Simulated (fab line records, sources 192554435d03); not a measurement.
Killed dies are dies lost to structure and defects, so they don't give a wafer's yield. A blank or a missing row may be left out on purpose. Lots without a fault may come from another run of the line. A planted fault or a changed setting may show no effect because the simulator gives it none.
Split-lot experiment | flow n5_finfet | 7 lots, 21 wafers read, on a route of 1938 steps

THE SPLIT
At N5_HKMG_FIN_ETCH_54 (etches SiARC in CF4, target depth 45.5 nm, time 75.8 s), the setting source_w was moved away from the recipe's 545 W on 5 of the 21 wafers read, by -17.8% to +5.4%. The other wafers ran this setting at the recipe's value.

The reading is taken at the split's own step.

THE READING
rf_vpp_V, in V, at N5_HKMG_FIN_ETCH_54 (etches SiARC in CF4, target depth 45.5 nm, time 75.8 s). Fault-free wafers of this fab line usually give 184.3 V, standard deviation 0.96 V.

wafer  | tool, chamber at the split | source_w as run, W | against the recipe | rf_vpp_V, V | against lot-mates on the recipe
L074.1 | rie_diel-06, 1             | 488.1              | -10.4%             | 192.7       | +8.0
L074.3 | rie_diel-06, 0             | 488.1              | -10.4%             | 191.0       | +6.3
L074.5 | rie_diel-06, 0             | 545                | recipe             | 184.7       | -
L077.1 | rie_diel-04, 1             | 545                | recipe             | 182.8       | -
L077.3 | rie_diel-04, 3             | 545                | recipe             | 184.2       | -
L077.6 | rie_diel-04, 0             | 545                | recipe             | 183.6       | -
L079.1 | rie_diel-06, 3             | 545                | recipe             | 184.3       | -
L079.3 | rie_diel-06, 1             | 545                | recipe             | 183.7       | -
L079.6 | rie_diel-06, 1             | 545                | recipe             | 184.9       | -
L083.1 | rie_diel-04, 1             | 545                | recipe             | 184.8       | -
L083.5 | rie_diel-04, 3             | 545                | recipe             | 182.7       | -
L083.6 | rie_diel-04, 2             | 512.8              | -5.9%              | 188.6       | +4.8
L086.1 | rie_diel-06, 1             | 545                | recipe             | 185.0       | -
L086.2 | rie_diel-06, 2             | 545                | recipe             | 185.4       | -
L086.3 | rie_diel-06, 0             | 574.6              | +5.4%              | 179.7       | -5.5
L087.1 | rie_diel-06, 0             | 545                | recipe             | 183.3       | -
L087.5 | rie_diel-06, 0             | 545                | recipe             | 184.4       | -
L087.6 | rie_diel-06, 1             | 545                | recipe             | 184.0       | -
L095.1 | rie_diel-04, 2             | 448.2              | -17.8%             | 196.4       | +12.3
L095.3 | rie_diel-04, 0             | 545                | recipe             | 184.2       | -
L095.4 | rie_diel-04, 3             | 545                | recipe             | 183.9       | -

THE FIT
A straight line over all 21 wafers: rf_vpp_V changes by -0.72 V for each +1% of source_w; r = -0.98; the points scatter about the line by 0.76 V.
The same after taking each lot's own level away (the mean of its wafers on the recipe; 21 wafers): -0.721 V for each +1%; r = -0.98; scatter 0.7 V.
On that fit, the largest move of source_w shifts the reading by 13 V.
The lots' own levels span 183.53 to 185.20 V, that is 1.7 times the standard deviation above.
So the lot-to-lot level changes the slope little: the two slopes agree.
Check: with one of the wafers moved furthest among these (-17.8%) left out of the fit, the line predicts +13.1 V for it against its lot-mates. It came out at +12.3 V against them.
Tool readings at the split's step, against how far the setting was moved: rf_vpp_V r = -0.98.

OTHER SPLITS ON THESE WAFERS
These wafers also went through other splits before the reading. Each is held against what the fit with the lots' levels taken away leaves over:
other split on the same wafers | wafers away from the commonest value | r with rf_vpp_V (lot level and that fit taken away)
N5_SD_ACTIVATION_LSA_01 temp_c | 11                                   | -0.22
N5_HKMG_FIN_DESCUM_53 time_s   | 7                                    | +0.12

THE FILE'S OWN FIT
rf_vpp_V changes by -0.721 V for each +1% of source_w, r = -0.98.
